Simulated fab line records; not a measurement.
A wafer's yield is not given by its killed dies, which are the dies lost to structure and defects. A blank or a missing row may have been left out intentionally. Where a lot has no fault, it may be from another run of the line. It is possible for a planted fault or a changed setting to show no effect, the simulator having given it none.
Matching of chambers || flow nandHarc || cmp-01 running NHARC_A_DECK1_JOINT_CMP_02: 4 sister chambers
The step polishes SiOx. 16 wafers are shown with their chamber, then 8 later ones without.

## WAFERS WITH THEIR CHAMBER
{"wafer": "L537.1", "chamber": 2, "motorCurrentA (A)": 12.0}
{"wafer": "L537.5", "chamber": 0, "motorCurrentA (A)": 11.6}
{"wafer": "L537.6", "chamber": 1, "motorCurrentA (A)": 10.8}
{"wafer": "L539.1", "chamber": 1, "motorCurrentA (A)": 10.6}
{"wafer": "L539.3", "chamber": 0, "motorCurrentA (A)": 11.2}
{"wafer": "L539.6", "chamber": 2, "motorCurrentA (A)": 12.2}
{"wafer": "L542.2", "chamber": 2, "motorCurrentA (A)": 12.2}
{"wafer": "L542.3", "chamber": 0, "motorCurrentA (A)": 11.6}
{"wafer": "L542.6", "chamber": 1, "motorCurrentA (A)": 10.9}
{"wafer": "L543.1", "chamber": 2, "motorCurrentA (A)": 11.5}
{"wafer": "L543.2", "chamber": 0, "motorCurrentA (A)": 10.8}
{"wafer": "L543.4", "chamber": 3, "motorCurrentA (A)": 12.8}
{"wafer": "L545.3", "chamber": 2, "motorCurrentA (A)": 12.8}
{"wafer": "L545.5", "chamber": 1, "motorCurrentA (A)": 11.4}
{"wafer": "L545.6", "chamber": 2, "motorCurrentA (A)": 11.9}
{"wafer": "L547.3", "chamber": 2, "motorCurrentA (A)": 12.2}

SIGNATURES (averages over the wafers above)
{"reading": "motorCurrentA", "chamber 0": 11.300, "chamber 1": 10.925, "chamber 2": 12.114, "chamber 3": 12.800, "scatter within a chamber": 0.378}
Rule: a wafer's distance from a chamber is the root of the sum, over the readings, of the square of ((its reading less the chamber's mean) divided by the reading's scatter). If the next closest chamber is less than 2 further off than the closest, the wafer can't be placed; otherwise it belongs to the closest. The scatter: take each reading less its chamber's mean, square it, sum over the shown wafers, divide by the number of wafers less the number of chambers, and take the root.

## WAFERS WITHOUT THEIR CHAMBER
{"wafer": "L547.5", "motorCurrentA (A)": 13.1}
{"wafer": "L547.6", "motorCurrentA (A)": 12.2}
{"wafer": "L554.1", "motorCurrentA (A)": 13.7}
{"wafer": "L554.3", "motorCurrentA (A)": 12.7}
{"wafer": "L554.5", "motorCurrentA (A)": 10.7}
{"wafer": "L556.3", "motorCurrentA (A)": 12.8}
{"wafer": "L556.4", "motorCurrentA (A)": 12.0}
{"wafer": "L556.5", "motorCurrentA (A)": 12.9}

## EACH ONE'S CHAMBER
{"wafer": "L547.5", "from the rows above": "can't be placed: 3 or 2", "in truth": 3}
{"wafer": "L547.6", "from the rows above": "can't be placed: 2 or 3", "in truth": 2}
{"wafer": "L554.1", "from the rows above": "can't be placed: 3 or 2", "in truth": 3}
{"wafer": "L554.3", "from the rows above": "can't be placed: 3 or 2", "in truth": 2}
{"wafer": "L554.5", "from the rows above": "can't be placed: 1 or 0", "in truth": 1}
{"wafer": "L556.3", "from the rows above": "can't be placed: 3 or 2", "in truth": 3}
{"wafer": "L556.4", "from the rows above": "can't be placed: 2 or 0 or 3", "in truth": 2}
{"wafer": "L556.5", "from the rows above": "can't be placed: 3 or 2", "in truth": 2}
Correctly placed: 0 of 8. Can't be placed from these rows: 8 (the true chamber is among the candidates in 8). Wrongly placed: 0.
